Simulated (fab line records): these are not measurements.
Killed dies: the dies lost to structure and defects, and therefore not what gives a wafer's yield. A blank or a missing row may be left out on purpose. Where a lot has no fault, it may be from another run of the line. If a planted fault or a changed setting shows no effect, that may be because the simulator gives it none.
Matching of chambers || flow n5_finfet || rie_diel-03 running N5_BEOL_M3_ETCH_63: 4 sister chambers
The step etches SiARC in CF4, target depth 15.6 nm, time 26 s. 4 wafers are shown with their chamber, then 6 later ones without.

== WAFERS, EACH WITH ITS CHAMBER ==
{"wafer": "L172.3", "chamber": 0, "etch_rf_on_time_s (s)": 24.6}
{"wafer": "L177.5", "chamber": 1, "etch_rf_on_time_s (s)": 24.9}
{"wafer": "L181.3", "chamber": 2, "etch_rf_on_time_s (s)": 25.3}
{"wafer": "L181.4", "chamber": 3, "etch_rf_on_time_s (s)": 25.9}

== WAFERS MISSING THEIR CHAMBER ==
{"wafer": "L184.1", "etch_rf_on_time_s (s)": 25.4}
{"wafer": "L184.4", "etch_rf_on_time_s (s)": 25.2}
{"wafer": "L184.6", "etch_rf_on_time_s (s)": 26.1}
{"wafer": "L185.1", "etch_rf_on_time_s (s)": 24.9}
{"wafer": "L185.4", "etch_rf_on_time_s (s)": 25.2}
{"wafer": "L185.6", "etch_rf_on_time_s (s)": 25.2}

== WHICH CHAMBER EACH WENT THROUGH ==
{"wafer": "L184.1", "from the rows above": 2, "in truth": 2}
{"wafer": "L184.4", "from the rows above": "can't be placed: 2 or 1", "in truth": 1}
{"wafer": "L184.6", "from the rows above": 3, "in truth": 3}
{"wafer": "L185.1", "from the rows above": 1, "in truth": 1}
{"wafer": "L185.4", "from the rows above": "can't be placed: 2 or 1", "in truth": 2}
{"wafer": "L185.6", "from the rows above": "can't be placed: 2 or 1", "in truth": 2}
Correctly placed: 3 of 6. From these rows, 3 cannot be placed; in 3 the true chamber is one of the candidates. Wrongly placed: 0.
How it was worked out, from the rows above alone: a wafer's distance from a chamber is the root of the sum, over the readings, of the square of ((its reading less the chamber's mean) divided by the reading's scatter). The wafer belongs to the nearest chamber; if the next one is less than 2 further off, it can't be placed. The mean given for a chamber averages the wafers shown for that chamber. The scatter (one wafer shown for each chamber): square how far every hidden wafer sits from the nearest shown wafer, average those squares and take the square root.
